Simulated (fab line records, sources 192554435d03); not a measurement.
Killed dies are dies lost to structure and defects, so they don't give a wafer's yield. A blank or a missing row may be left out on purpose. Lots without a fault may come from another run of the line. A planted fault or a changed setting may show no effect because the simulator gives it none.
A struck lot beside a sound one | flow n5_finfet | 18 steps out of a route of 1938
Sound: wafers L202.1, L202.2, L202.4. Struck: wafer L193.6. (L193.5 of the same lot was not struck and is left out.) The cause comes at the end.
At each step with rows: each side's tool, then ch and its chambers, then its first start. Under that, the readings that differ: sound wafers | struck wafers | difference of the means | sigmas: that difference in standard deviations of wafers without a fault.
alike: readings whose means differ by less than 2 such deviations, and words and numbers that are the same on both sides. not compared: withheld readings, readings that some wafer has no value for, bounds like >300 that may hide the same value, and numbers for which the record gives no deviation and whose values overlap.
The two part at a step that has a row with sigmas, a row that says differs or no value, or rows on one side only. Numbers that don't overlap but have no deviation are shown without sigmas and don't part them. A reading that every wafer of one side lacks parts them only if that side has two wafers or more.

N5_BEOL_M2_ANNEAL_82: time 240 s.
  sound on pvd_sputter-01, day 11 03:07; struck on pvd_sputter-02, day 8 15:10
  alike: heater_power_w, susceptor_temp_C
then, 5 steps without rows for these wafers: N5_BEOL_M2_SPUTTER_86 (material Cu, target thk 4.5 nm, time 8.29 s); N5_BEOL_M2_ANNEAL_87 (time 240 s); N5_BEOL_M2_SPUTTER_88 (material Cu, target thk 4.5 nm, time 8.29 s); N5_BEOL_M2_ANNEAL_89 (time 240 s); N5_BEOL_M2_SPUTTER_90 (material Cu, target thk 4.5 nm, time 8.29 s).
N5_BEOL_M2_ANNEAL_91: time 240 s.
  sound on pvd_sputter-01, day 11 03:46; struck on pvd_sputter-02, day 8 15:49
  alike: heater_power_w, susceptor_temp_C
then, 2 steps without rows for these wafers: N5_BEOL_M2_SPUTTER_92 (material Cu, target thk 4.5 nm, time 8.29 s); N5_BEOL_M2_ANNEAL_93 (time 240 s).
N5_BEOL_M2_SPUTTER_94: material Cu, target thk 4.5 nm, time 8.29 s.
  sound on pvd_sputter-01, day 11 04:08; struck on pvd_sputter-02, day 8 16:09
  alike: substrate_temp_c, susceptor_temp_C, throttle_valve_pct
N5_BEOL_M2_ANNEAL_95: time 240 s.
  sound on pvd_sputter-01, day 11 04:13; struck on pvd_sputter-02, day 8 16:16
  alike: heater_power_w, susceptor_temp_C
then, 1 step without rows for these wafers: N5_BEOL_M2_SPUTTER_96 (material Cu, target thk 4.5 nm, time 8.29 s).
N5_BEOL_M2_ECD_50: material Cu, target thk 300 nm.
  sound on ecd_cu-02 ch 0,1, day 11 04:28; struck on ecd_cu-01 ch 1, day 8 16:29
  reading                                | sound             | struck | difference | sigmas
  model.Cu_of_BEOL_M2_ECD_50.thk_nm (nm) | 307.2 304.6 303.8 | 222.2  | -83.0      |
N5_BEOL_M2_ANNEAL_51: time 90 s.
  sound on rtp_anneal-01 ch 0, day 11 04:34; struck on rtp_anneal-01 ch 0, day 8 16:44
  alike: wafer_temp_C_max
N5_BEOL_M2_CMP_52: polishes, stops on SiOC, t overpolish 6.8 s, target thk 40 nm.
  sound on cmp-01 ch 0,1,2, day 11 04:52; struck on cmp-03 ch 0, day 8 17:01
  reading                | sound    | struck | difference | sigmas
  time_to_endpoint_s (s) | 64 63 56 | 47     | -14        | -2
  alike: clearing_platen_down_force_psi, motor_current_A
N5_BEOL_M2_THK_MEAS_53: measures by xrf.
  sound on film_metro-02, day 11 05:09; struck on film_metro-01, day 8 17:09
  alike: M2_THK
N5_BEOL_M4_RC_MEAS_101:
  sound on prober-01 ch 0, day 12 02:33; struck on prober-02 ch 0, day 9 15:26
  reading        | sound          | struck | difference | sigmas
  DIBL_N (mV/V)  | 38.1 42.9 38.6 | 31.1   | -8.8       | -4
  DIBL_P (mV/V)  | 37.3 42.0 38.2 | 31.1   | -8.1       | -3
  IOFF_N (nA/um) | 0.18 0.31 0.19 | 0.10   | -0.13      | -3
  IOFF_P (nA/um) | 0.21 0.31 0.22 | 0.13   | -0.12      | -2
  SS_N (mV/dec)  | 72.0 73.1 71.6 | 70.4   | -1.8       | -3
  VT_P (mV)      | -252 -247 -252 | -258   | -8         | -2
  alike: ION_N, ION_P, SS_P, VT_N
-- the record jumps here: 4 days lie between the struck wafers' starts before and after (it left off in module BEOL_M4 and takes up again in module PASSIVATION, whose first step shown is number 1936 of the route) --
N5_PASSIVATION_PROBE_49:
  sound on prober-02, day 16 02:28; struck on prober-01, day 13 18:03
  reading                  | sound     | struck | difference | sigmas
  defect_limited_yield (%) | 93.4 92.4 | 88.8   | -4.1       | -3
  killed_at_M0_to_M3       | 24 27     | 48     | +22        | +3
  killed_at_front_end      | 30 35     | 64     | +32        | +3
  killed_dies              | 78 90     | 132    | +48        | +3
  killed_open              | 43 57     | 80     | +30        | +3
  killed_short             | 34 30     | 48     | +16        | +2
  sort_bin_5_function (%)  | 3.6 5.3   | 7.2    | +2.8       | +3
  sort_n_pass              | 1102 1090 | 1048   | -48        | -3
  alike: killed_at_M4_up, killed_at_contacts, killed_at_other, sort_bin_4_leakage, sort_bin_6_memory, sort_bin_8_speed

WHERE THEY PART
First at N5_BEOL_M2_CMP_52; last, within this record, at N5_PASSIVATION_PROBE_49.

WHY: what the simulator had put in
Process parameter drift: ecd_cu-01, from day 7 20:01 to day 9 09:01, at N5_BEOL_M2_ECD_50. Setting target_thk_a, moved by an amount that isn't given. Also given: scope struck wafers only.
